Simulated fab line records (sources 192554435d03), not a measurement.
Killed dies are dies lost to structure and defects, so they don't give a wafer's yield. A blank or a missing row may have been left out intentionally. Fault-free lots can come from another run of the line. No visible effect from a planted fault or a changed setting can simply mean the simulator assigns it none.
Matching of chambers + flow n5_finfet + N5_BEOL_M6_DEP_56 on pecvd-01 has 3 sister chambers
The step deposits SiCN from 3MS/NH3, target thk 10 nm, time 17.5 s. 3 wafers are shown with their chamber, then 10 later ones without.

## WAFERS PAIRED WITH THEIR CHAMBERS
| wafer  | chamber | showerhead_plenum_p_Torr (Torr) |
|--------|---------|---------------------------------|
| L085.5 | 0       | 3.660                           |
| L088.1 | 1       | 3.661                           |
| L088.4 | 2       | 3.676                           |

## WAFERS WHOSE CHAMBER IS MISSING
| wafer  | showerhead_plenum_p_Torr (Torr) |
|--------|---------------------------------|
| L088.5 | 3.662                           |
| L093.3 | 3.661                           |
| L093.5 | 3.664                           |
| L093.6 | 3.676                           |
| L092.1 | 3.661                           |
| L092.2 | 3.678                           |
| L092.5 | 3.656                           |
| L097.2 | 3.681                           |
| L097.3 | 3.671                           |
| L097.6 | 3.678                           |

## THE CHAMBER EACH PASSED THROUGH
| wafer  | from the rows above     | in truth |
|--------|-------------------------|----------|
| L088.5 | can't be placed: 1 or 0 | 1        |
| L093.3 | can't be placed: 1 or 0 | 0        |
| L093.5 | can't be placed: 1 or 0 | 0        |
| L093.6 | 2                       | 2        |
| L092.1 | can't be placed: 1 or 0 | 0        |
| L092.2 | 2                       | 2        |
| L092.5 | can't be placed: 0 or 1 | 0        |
| L097.2 | 2                       | 2        |
| L097.3 | can't be placed: 2 or 1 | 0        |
| L097.6 | 2                       | 2        |
4 of 10 placed correctly. From these rows, 6 cannot be placed; in 5 the true chamber is one of the candidates. Placed wrongly: 0.
How it was worked out, from the rows above alone: a wafer's distance from a chamber is the root of the sum, over the readings, of the square of ((its reading less the chamber's mean) divided by the reading's scatter). If the next closest chamber is less than 2 further off than the closest, the wafer can't be placed; otherwise it belongs to the closest. Each chamber's mean is taken over the wafers shown for it. The scatter: with one shown wafer a chamber, the root of the mean of the squares of how far each hidden wafer lies from its nearest shown one.
